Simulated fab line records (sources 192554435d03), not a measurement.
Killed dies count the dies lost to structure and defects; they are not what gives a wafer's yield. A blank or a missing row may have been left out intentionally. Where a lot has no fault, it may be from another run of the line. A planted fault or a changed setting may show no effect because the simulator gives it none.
fab line records	flow n5Finfet	part 1 of 2: steps 1 to 19 of 28
record lots=5	wafers=15	lastDay=17
route steps=1938 shown BEOL_M5@1117
lots with no fault: from the same line, run without faults
startH: hours from the record's first day to the start of the lot's first wafer shown	waitH: time in hours since the lot's previous step	" repeats the value in the row above	L1.1+2: a row that stands for several wafers	- no value present, or no start provided	* or withheld: withheld	< > ~ a bound
route shown NAME@n: NAME is a module with steps in the file, n the number in the route of the first one	usual: mean/standard deviation taken from wafers without a fault	same: alike in all rows	chamber/n: place in a boat	sites: per-site readings	_std_site: the values' standard deviation	_edge_site: mean of outer sites minus mean of inner sites	radiusMm: how far each site lies from the wafer's centre	mask NAME#n: copy n	behind: the last tool/chamber to shape the wafer	hold: the reason the lot was held/the length of the hold in hours/how it ended	device: whichever transistor did not switch (one of n, p or np)	end of line: the same wafers' tests at the end of the route	a step given without rows: its recipe and nothing more	killed: not the wafer's yield, but the dies lost to structure and defects at the first sort	map: a wafer's dies, x killed, . not, _ none there
set.NAME: the setting that was run; set.NAME@STEP: the one run at that earlier step	model.NAME: the simulator's own value behind a step, which no gauge read
a table for each step, a row for each wafer; lots at some steps of the route
services: when a tool's chamber went out of use (startH, in hours from the record's first day, below 0 if earlier), for how many hours, and the reason
## steps
# step N5_BEOL_M5_COAT_59
# recipe resist=SOC	tempC=250	timeS=60	spinRpm=1500	resistThkNm=60
# usual plateTempC=249.98/0.18	resistLineTempC=22.99/0.099
# same timeS=60
lot.wafer	tool	chamber	startH	waitH	plateTempC	resistLineTempC
L078.2	lithoTrack-04	0	232.84	0.1	250.09	23.11
L078.3	"	0	"	"	249.99	23.06
L078.5	"	0	"	"	250.01	23.01
L082.2	lithoTrack-05	0	257.19	0.1	250.24	22.84
L082.3	"	0	"	"	250.19	22.95
L082.4	"	0	"	"	250.02	22.90
L087.1	lithoTrack-04	0	274.71	0.1	250.10	22.94
L087.2	"	0	"	"	249.98	22.87
L087.3	"	0	"	"	250.24	22.90
L089.1	lithoTrack-04	0	280.52	0.1	250.04	23.02
L089.2	"	0	"	"	250.03	23.09
L089.5	"	0	"	"	250.10	23.16
L092.1	lithoTrack-04	0	308.36	0.1	250.05	23.12
L092.3	"	0	"	"	249.62	22.92
L092.6	"	0	"	"	250.06	22.95
# step N5_BEOL_M5_COAT_60
# recipe resist=SiARC	tempC=220	timeS=60	spinRpm=1500	resistThkNm=12
# usual plateTempC=219.94/0.16	resistLineTempC=23.01/0.1
# same timeS=60
lot.wafer	tool	chamber	startH	waitH	plateTempC	resistLineTempC
L078.2	lithoTrack-04	0	-	-	219.68	23.06
L078.3	"	0	"	"	219.94	22.95
L078.5	"	0	"	"	219.91	23.03
L082.2	lithoTrack-05	0	-	-	219.88	23.09
L082.3	"	0	"	"	219.98	23.13
L082.4	"	0	"	"	219.69	23.19
L087.1	lithoTrack-04	0	-	-	219.77	23.16
L087.2	"	0	"	"	220.14	22.90
L087.3	"	0	"	"	219.99	23.08
L089.1	lithoTrack-04	0	-	-	220.07	22.95
L089.2	"	0	"	"	219.88	23.04
L089.5	"	0	"	"	219.91	22.94
L092.1	lithoTrack-04	0	-	-	219.76	23.14
L092.3	"	0	"	"	219.93	23.00
L092.6	"	0	"	"	219.94	23.00
# step N5_BEOL_M5_COAT_71
# recipe resist=underlayer	tempC=205	timeS=60	spinRpm=1500	resistThkNm=5
# usual plateTempC=204.97/0.17	resistLineTempC=23.01/0.1
# same timeS=60
lot.wafer	tool	chamber	startH	waitH	plateTempC	resistLineTempC
L078.2	lithoTrack-04	0	-	-	205.00	23.12
L078.3	"	0	"	"	205.07	22.99
L078.5	"	0	"	"	204.90	23.09
L082.2	lithoTrack-05	0	-	-	205.23	23.02
L082.3	"	0	"	"	205.18	23.07
L082.4	"	0	"	"	205.09	23.06
L087.1	lithoTrack-04	0	-	-	204.91	23.16
L087.2	"	0	"	"	204.75	23.03
L087.3	"	0	"	"	204.86	22.96
L089.1	lithoTrack-04	0	-	-	205.27	22.98
L089.2	"	0	"	"	205.46	23.05
L089.5	"	0	"	"	205.47	23.17
L092.1	lithoTrack-04	0	-	-	204.89	22.77
L092.3	"	0	"	"	204.98	22.80
L092.6	"	0	"	"	205.12	22.79
# step N5_BEOL_M5_COAT_05
# recipe resist=CAR-EUV	spinRpm=1500	resistThkNm=30
# usual resistLineTempC=23.00/0.11
lot.wafer	tool	chamber	startH	waitH	resistLineTempC
L078.2	lithoTrack-04	0	-	-	23.15
L078.3	"	0	"	"	23.12
L078.5	"	0	"	"	23.09
L082.2	lithoTrack-05	0	-	-	23.11
L082.3	"	0	"	"	23.12
L082.4	"	0	"	"	22.99
L087.1	lithoTrack-04	0	-	-	22.98
L087.2	"	0	"	"	22.85
L087.3	"	0	"	"	23.10
L089.1	lithoTrack-04	0	-	-	23.05
L089.2	"	0	"	"	23.03
L089.5	"	0	"	"	23.02
L092.1	lithoTrack-04	0	-	-	23.09
L092.3	"	0	"	"	23.23
L092.6	"	0	"	"	22.97
# step N5_BEOL_M5_EBR_07
# recipe solvent=PGMEA	ebrWidthMm=1.5
# usual resistLineTempC=23.00/0.11
lot.wafer	tool	chamber	startH	waitH	resistLineTempC
L078.2	lithoTrack-04	0	-	-	22.98
L078.3	"	0	"	"	22.94
L078.5	"	0	"	"	22.79
L082.2	lithoTrack-05	0	-	-	23.15
L082.3	"	0	"	"	22.96
L082.4	"	0	"	"	22.90
L087.1	lithoTrack-04	0	-	-	23.04
L087.2	"	0	"	"	23.19
L087.3	"	0	"	"	22.95
L089.1	lithoTrack-04	0	-	-	22.94
L089.2	"	0	"	"	22.94
L089.5	"	0	"	"	23.08
L092.1	lithoTrack-04	0	-	-	22.98
L092.3	"	0	"	"	22.88
L092.6	"	0	"	"	23.04
# step N5_BEOL_M5_SOFTBAKE_06
# recipe tempC=110	timeS=60	resist=CAR-EUV
# usual plateTempC=110.02/0.1	resistLineTempC=23.01/0.11
# same timeS=60
lot.wafer	tool	chamber	startH	waitH	plateTempC	resistLineTempC
L078.2	lithoTrack-04	0	-	-	110.09	23.20
L078.3	"	0	"	"	110.10	23.07
L078.5	"	0	"	"	109.93	23.02
L082.2	lithoTrack-05	0	-	-	110.07	23.03
L082.3	"	0	"	"	110.04	23.24
L082.4	"	0	"	"	110.05	23.13
L087.1	lithoTrack-04	0	-	-	110.12	23.01
L087.2	"	0	"	"	110.19	22.87
L087.3	"	0	"	"	110.08	22.92
L089.1	lithoTrack-04	0	-	-	110.00	22.80
L089.2	"	0	"	"	110.16	22.77
L089.5	"	0	"	"	109.95	22.94
L092.1	lithoTrack-04	0	-	-	110.05	23.13
L092.3	"	0	"	"	110.06	23.03
L092.6	"	0	"	"	109.89	23.06
# step N5_BEOL_M5_EXPOSE_08
# recipe maskId=M5	na=0.33	sourceShape=annular	sigmaInner=0.4	sigmaOuter=0.8	polarization=unpolarized	targetCdNm=28	doseMj=35.75
lot.wafer	tool	chamber	startH	waitH	mask
L078.2+3+5	euvScanner-02	0	232.98	-	M5#0
L082.2+3+4	euvScanner-01	0	257.46	-	M5#0
L087.1+2+3	euvScanner-02	0	274.85	-	M5#0
L089.1+2+5	euvScanner-02	0	280.65	-	M5#0
L092.1+3+6	euvScanner-02	0	308.50	-	M5#0
# step N5_BEOL_M5_PEB_09
# recipe pebTempC=100	pebTimeS=60	resist=CAR-EUV
# usual plateTempC=100.01/0.14	resistLineTempC=22.99/0.1
lot.wafer	tool	chamber	startH	waitH	plateTempC	resistLineTempC
L078.2	lithoTrack-04	0	233.03	0.0	99.84	23.09
L078.3	"	0	"	"	99.84	23.01
L078.5	"	0	"	"	99.91	23.03
L082.2	lithoTrack-05	0	257.52	0.0	100.19	23.19
L082.3	"	0	"	"	100.12	23.13
L082.4	"	0	"	"	100.15	23.02
L087.1	lithoTrack-03	0	274.91	0.1	99.96	23.02
L087.2	"	0	"	"	99.85	22.95
L087.3	"	0	"	"	99.98	22.91
L089.1	lithoTrack-04	0	280.71	0.1	100.08	23.00
L089.2	"	0	"	"	99.99	22.95
L089.5	"	0	"	"	100.14	22.97
L092.1	lithoTrack-04	0	308.56	0.1	99.87	22.84
L092.3	"	0	"	"	100.07	22.87
L092.6	"	0	"	"	100.09	22.82
# step N5_BEOL_M5_DEVELOP_10
# recipe developTimeS=30	developer=TMAH	resist=CAR-EUV	rinseLiquid=surfactantRinse	dry=airSpin	devTempC=23
# usual resistLineTempC=23.01/0.099
lot.wafer	tool	chamber	startH	waitH	resistLineTempC
L078.2	lithoTrack-04	0	-	-	22.98
L078.3	"	0	"	"	23.05
L078.5	"	0	"	"	23.02
L082.2	lithoTrack-05	0	-	-	22.93
L082.3	"	0	"	"	22.91
L082.4	"	0	"	"	22.86
L087.1	lithoTrack-03	0	-	-	23.16
L087.2	"	0	"	"	22.98
L087.3	"	0	"	"	23.14
L089.1	lithoTrack-04	0	-	-	22.95
L089.2	"	0	"	"	22.90
L089.5	"	0	"	"	23.00
L092.1	lithoTrack-04	0	-	-	23.07
L092.3	"	0	"	"	23.01
L092.6	"	0	"	"	23.06
# step N5_BEOL_M5_CD_MEAS_11
# recipe targetCdNm=27.74	landingEnergyEv=500	detector=seInlens
# usual cdNm=27.99/0.22
# same landingEnergyEv=500
lot.wafer	tool	chamber	startH	waitH	cdNm
L078.2	cdSem-03	0	233.10	-	27.99
L078.3	"	0	"	"	28.12
L078.5	"	0	"	"	27.84
L082.2	cdSem-02	0	257.59	-	28.44
L082.3	"	0	"	"	28.34
L082.4	"	0	"	"	27.79
L087.1	cdSem-03	0	274.97	-	27.77
L087.2	"	0	"	"	28.22
L087.3	"	0	"	"	27.96
L089.1	cdSem-02	0	280.78	-	28.18
L089.2	"	0	"	"	28.06
L089.5	"	0	"	"	28.43
L092.1	cdSem-01	0	308.63	-	27.98
L092.3	"	0	"	"	27.90
L092.6	"	0	"	"	27.97
# step N5_BEOL_M5_OVL_MEAS_12
# recipe pointsPerWafer=522
# usual M5_OVL=-0.3/0.68
lot.wafer	tool	chamber	startH	waitH	M5_OVL[nm]
L078.2	overlay-01	0	233.14	0.0	0.2
L078.3	"	0	"	"	-0.6
L078.5	"	0	"	"	-1.1
L082.2	overlay-01	0	257.62	0.0	-0.6
L082.3	"	0	"	"	0.6
L082.4	"	0	"	"	-0.5
L087.1	overlay-02	0	275.00	0.0	0.3
L087.2	"	0	"	"	-0.2
L087.3	"	0	"	"	-0.5
L089.1	overlay-01	0	280.81	0.0	-0.2
L089.2	"	0	"	"	-1.6
L089.5	"	0	"	"	0.1
L092.1	overlay-01	0	308.66	0.0	0.3
L092.3	"	0	"	"	0.0
L092.6	"	0	"	"	0.6
# step N5_BEOL_M5_INSPECT_13
# recipe mode=adi	inspectInstrument=brightfield
# usual rawDefectCount=389/92
lot.wafer	tool	chamber	startH	waitH	rawDefectCount
L078.2	defectInspect-02	-	233.19	0.0	379
L078.3	"	-	"	"	405
L078.5	"	-	"	"	358
L082.2	defectInspect-02	-	257.67	0.0	434
L082.3	"	-	"	"	402
L082.4	"	-	"	"	415
L087.1	defectInspect-02	-	275.06	0.1	280
L087.2	"	-	"	"	297
L087.3	"	-	"	"	188
L089.1	defectInspect-01	-	280.87	0.1	420
L089.2	"	-	"	"	493
L089.5	"	-	"	"	566
L092.1	defectInspect-01	-	308.72	0.1	357
L092.3	"	-	"	"	305
L092.6	"	-	"	"	257
# step N5_BEOL_M5_DESCUM_16
# recipe chemistry=O2	timeS=7	sourcePowerW=50	biasPowerW=20	pressureMtorr=20	rfFrequencyHz=2.712e+07	tempC=40	resist=CAR-EUV	o2FlowSccm=225
# usual drypumpMotorCurrentA=5.7/0.56	oesProductAu=0.78/0.054	rfVppV=243.3/1.4	showerheadPlenumPTorr=2.09/0.07	throttleValvePct=20.34/0.19
# same timeS=7
lot.wafer	tool	chamber	startH	waitH	drypumpMotorCurrentA	oesProductAu	rfHoursCounterH	rfVppV	showerheadPlenumPTorr	throttleValvePct
L078.2	rieDiel-06	0	233.27	0.1	6.2	0.70	238	241.3	2.06	20.25
L078.3	"	2	"	"	6.6	0.69	249	242.5	2.06	20.70
L078.5	"	2	"	"	6.6	0.69	-	243.5	2.06	20.71
L082.2	rieDiel-05	3	257.71	0.0	5.8	0.73	168	244.2	2.19	20.21
L082.3	"	1	"	"	6.0	0.72	177	242.9	2.08	20.20
L082.4	"	0	"	"	5.0	0.74	181	245.9	2.17	20.28
L087.1	rieDiel-02	3	275.71	0.6	4.7	0.80	89	243.3	2.02	20.09
L087.2	"	2	"	"	6.1	0.79	94	245.3	2.12	20.54
L087.3	"	0	"	"	5.8	0.78	119	243.8	2.11	20.11
L089.1	rieDiel-05	0	280.90	0.0	5.0	0.74	187	245.0	2.17	20.28
L089.2	"	3	"	"	5.8	0.73	174	244.2	2.19	20.21
L089.5	"	0	"	"	5.1	0.74	-	244.8	2.17	20.28
L092.1	rieDiel-02	3	308.75	0.0	4.7	0.79	99	242.1	2.01	20.12
L092.3	"	0	"	"	5.8	0.77	129	243.6	2.11	20.13
L092.6	"	3	"	"	4.7	0.79	-	242.3	2.01	20.11
# step N5_BEOL_M5_ETCH_72
# recipe chemistry=N2/H2	target=underlayer	targetDepthA=65	maskMaterial=CAR-EUV	timeS=5.2	ionEnergyEv=200	pressureMtorr=30	sourceW=840	biasW=150	n2FlowSccm=200	h2FlowSccm=200	ends=cleared
# usual drypumpMotorCurrentA=5.7/0.56	etchRfOnTimeS=5.19/0.087	oesProductAu=0.66/0.045	rfVppV=523.6/2.8	showerheadPlenumPTorr=2.54/0.081	throttleValvePct=17.74/0.18
lot.wafer	tool	chamber	startH	waitH	drypumpMotorCurrentA	etchRfOnTimeS	oesProductAu	rfHoursCounterH	rfVppV	showerheadPlenumPTorr	throttleValvePct
L078.2	rieDiel-06	0	233.30	0.0	6.2	5.09	0.60	238	521.7	2.52	17.86
L078.3	"	2	"	"	6.6	5.15	0.59	249	523.0	2.49	18.07
L078.5	"	2	"	"	6.6	5.13	0.59	-	521.2	2.49	18.09
L082.2	rieDiel-05	3	257.74	0.0	5.8	5.30	0.62	168	525.7	2.65	17.59
L082.3	"	1	"	"	6.0	5.18	0.63	177	522.7	2.52	17.48
L082.4	"	0	"	"	5.1	5.25	0.64	181	527.8	2.65	17.69
L087.1	rieDiel-02	3	275.74	0.0	4.7	5.07	0.68	89	521.6	2.46	17.61
L087.2	"	2	"	"	6.1	5.11	0.68	94	525.0	2.57	17.88
L087.3	"	0	"	"	5.8	5.23	0.67	119	524.5	2.55	17.41
L089.1	rieDiel-05	0	280.94	0.0	5.0	5.29	0.63	187	527.5	2.64	17.69
L089.2	"	3	"	"	5.8	5.32	0.62	174	527.0	2.64	17.56
L089.5	"	0	"	"	5.1	5.37	0.61	-	523.7	2.64	17.71
L092.1	rieDiel-02	3	308.79	0.0	4.7	5.12	0.67	99	521.0	2.46	17.61
L092.3	"	0	"	"	5.8	5.26	0.66	129	523.6	2.55	17.43
L092.6	"	3	"	"	4.7	5.09	0.68	-	521.6	2.46	17.62
# step N5_BEOL_M5_ETCH_61
# recipe chemistry=CF4	target=SiARC	targetDepthA=156	maskMaterial=CAR-EUV	timeS=26	ionEnergyEv=80	pressureMtorr=40	sourceW=545	biasW=36	Ar_flow_sccm=100	cf4FlowSccm=100	ends=cleared
# usual drypumpMotorCurrentA=5.7/0.56	etchRfOnTimeS=26.0/0.41	oesProductAu=0.67/0.045	rfVppV=184.1/1.1	showerheadPlenumPTorr=2.14/0.065	throttleValvePct=15.51/0.16
lot.wafer	tool	chamber	startH	waitH	drypumpMotorCurrentA	etchRfOnTimeS	oesProductAu	rfHoursCounterH	rfVppV	showerheadPlenumPTorr	throttleValvePct
L078.2	rieDiel-06	0	233.32	0.0	6.2	26.1	0.59	238	183.6	2.11	15.54
L078.3	"	2	"	"	6.5	26.0	0.59	249	185.1	2.11	15.88
L078.5	"	2	"	"	6.6	25.8	0.59	-	183.7	2.11	15.90
L082.2	rieDiel-05	3	257.76	0.0	5.8	26.7	0.63	168	185.2	2.22	15.38
L082.3	"	1	"	"	6.0	26.1	0.62	177	182.8	2.13	15.44
L082.4	"	0	"	"	5.1	26.3	0.64	181	184.9	2.22	15.53
L087.1	rieDiel-02	3	275.76	0.0	4.7	25.3	0.70	89	184.7	2.07	15.38
L087.2	"	2	"	"	6.1	25.0	0.68	94	184.8	2.16	15.66
L087.3	"	0	"	"	5.8	25.9	0.67	119	183.4	2.15	15.29
L089.1	rieDiel-05	0	280.96	0.0	5.0	26.5	0.63	187	184.6	2.22	15.53
L089.2	"	3	"	"	5.8	26.4	0.62	174	185.6	2.22	15.39
L089.5	"	0	"	"	5.0	26.2	0.63	-	186.2	2.22	15.55
L092.1	rieDiel-02	3	308.81	0.0	4.7	26.0	0.66	99	182.9	2.07	15.37
L092.3	"	0	"	"	5.8	26.5	0.66	129	183.3	2.15	15.30
L092.6	"	3	"	"	4.7	25.6	0.67	-	183.7	2.07	15.37
# step N5_BEOL_M5_ETCH_62
# recipe chemistry=N2/H2	target=SOC	targetDepthA=750	overetchA=150	maskMaterial=SiARC	tempC=40	timeS=112.5	ionEnergyEv=200	pressureMtorr=30	sourceW=840	biasW=150	n2FlowSccm=200	h2FlowSccm=200
# usual drypumpMotorCurrentA=5.7/0.55	oesProductAu=0.62/0.04	rfVppV=523.7/2.4	showerheadPlenumPTorr=2.54/0.081	throttleValvePct=17.71/0.18
# same timeS=112.5
lot.wafer	tool	chamber	startH	waitH	drypumpMotorCurrentA	oesProductAu	rfHoursCounterH	rfVppV	showerheadPlenumPTorr	throttleValvePct
L078.2	rieDiel-06	0	233.35	0.0	6.2	0.55	238	523.8	2.52	17.81
L078.3	"	2	"	"	6.6	0.55	249	523.3	2.49	18.05
L078.5	"	2	"	"	6.6	0.54	-	523.6	2.49	18.04
L082.2	rieDiel-05	3	257.79	0.0	5.8	0.58	168	526.7	2.65	17.56
L082.3	"	1	"	"	6.0	0.57	177	523.1	2.52	17.46
L082.4	"	0	"	"	5.0	0.60	181	527.4	2.65	17.66
L087.1	rieDiel-02	3	275.79	0.0	4.8	0.63	89	520.9	2.46	17.55
L087.2	"	2	"	"	6.1	0.62	94	524.7	2.57	17.85
L087.3	"	0	"	"	5.8	0.63	119	523.8	2.55	17.37
L089.1	rieDiel-05	0	280.98	0.0	5.1	0.59	187	525.6	2.64	17.67
L089.2	"	3	"	"	5.8	0.58	174	527.2	2.64	17.55
L089.5	"	0	"	"	5.1	0.59	-	525.3	2.64	17.66
L092.1	rieDiel-02	3	308.83	0.0	4.7	0.62	99	522.3	2.46	17.57
L092.3	"	0	"	"	5.8	0.61	129	524.4	2.55	17.40
L092.6	"	3	"	"	4.7	0.62	-	521.6	2.46	17.59
# step N5_BEOL_M5_STRIP_63
# recipe chemistry=N2/H2	tempC=40	n2FlowSccm=200	h2FlowSccm=200	rfFrequencyHz=6e+07
lot.wafer	tool	chamber	startH	waitH
L078.2+3+5	rieDiel-06	0,2,2	233.45	0.1
L082.2+3+4	rieDiel-05	3,1,0	257.89	0.1
L087.1+2+3	rieDiel-02	3,2,0	275.90	0.1
L089.1+2+5	rieDiel-05	0,3,0	281.09	0.1
L092.1+3+6	rieDiel-02	3,0,3	308.94	0.1
# step N5_BEOL_M5_STRIP_73
# recipe chemistry=N2/H2	tempC=40	n2FlowSccm=200	h2FlowSccm=200	rfFrequencyHz=6e+07
lot.wafer	tool	chamber	startH	waitH
L078.2+3+5	rieDiel-06	0,2,2	233.46	0.0
L082.2+3+4	rieDiel-05	3,1,0	257.90	0.0
L087.1+2+3	rieDiel-02	3,2,0	275.91	0.0
L089.1+2+5	rieDiel-05	0,3,0	281.10	0.0
L092.1+3+6	rieDiel-02	3,0,3	308.95	0.0
# step N5_BEOL_M5_STRIP_64
# recipe chemistry=CF4	resist=SiARC	powerW=300	biasPowerW=75	pressureMtorr=50	cf4FlowSccm=150	rfFrequencyHz=6e+07
# usual drypumpMotorCurrentA=5.7/0.55	oesProductAu=0.77/0.05	rfVppV=271.1/1.5	showerheadPlenumPTorr=1.79/0.053	throttleValvePct=13.48/0.16
lot.wafer	tool	chamber	startH	waitH	drypumpMotorCurrentA	oesProductAu	rfHoursCounterH	rfVppV	showerheadPlenumPTorr	throttleValvePct
L078.2	rieDiel-06	0	233.47	0.0	6.2	0.68	238	269.7	1.77	13.54
L078.3	"	2	"	"	6.6	0.68	249	268.9	1.77	13.91
L078.5	"	2	"	"	6.6	0.68	-	270.7	1.77	13.90
L082.2	rieDiel-05	3	257.91	0.0	5.8	0.73	169	272.0	1.86	13.39
L082.3	"	1	"	"	5.9	0.72	177	270.8	1.79	13.44
L082.4	"	0	"	"	5.0	0.74	182	273.2	1.86	13.56
L087.1	rieDiel-02	3	275.92	0.0	4.7	0.79	89	268.8	1.74	13.36
L087.2	"	2	"	"	6.1	0.77	94	271.9	1.81	13.59
L087.3	"	0	"	"	5.8	0.78	119	271.5	1.80	13.25
L089.1	rieDiel-05	0	281.11	0.0	5.1	0.74	187	272.1	1.86	13.55
L089.2	"	3	"	"	5.8	0.73	174	271.8	1.86	13.40
L089.5	"	0	"	"	5.0	0.74	-	273.5	1.86	13.57
L092.1	rieDiel-02	3	308.96	0.0	4.7	0.78	99	270.8	1.74	13.37
L092.3	"	0	"	"	5.8	0.77	129	271.9	1.80	13.27
L092.6	"	3	"	"	4.7	0.78	-	270.4	1.74	13.38
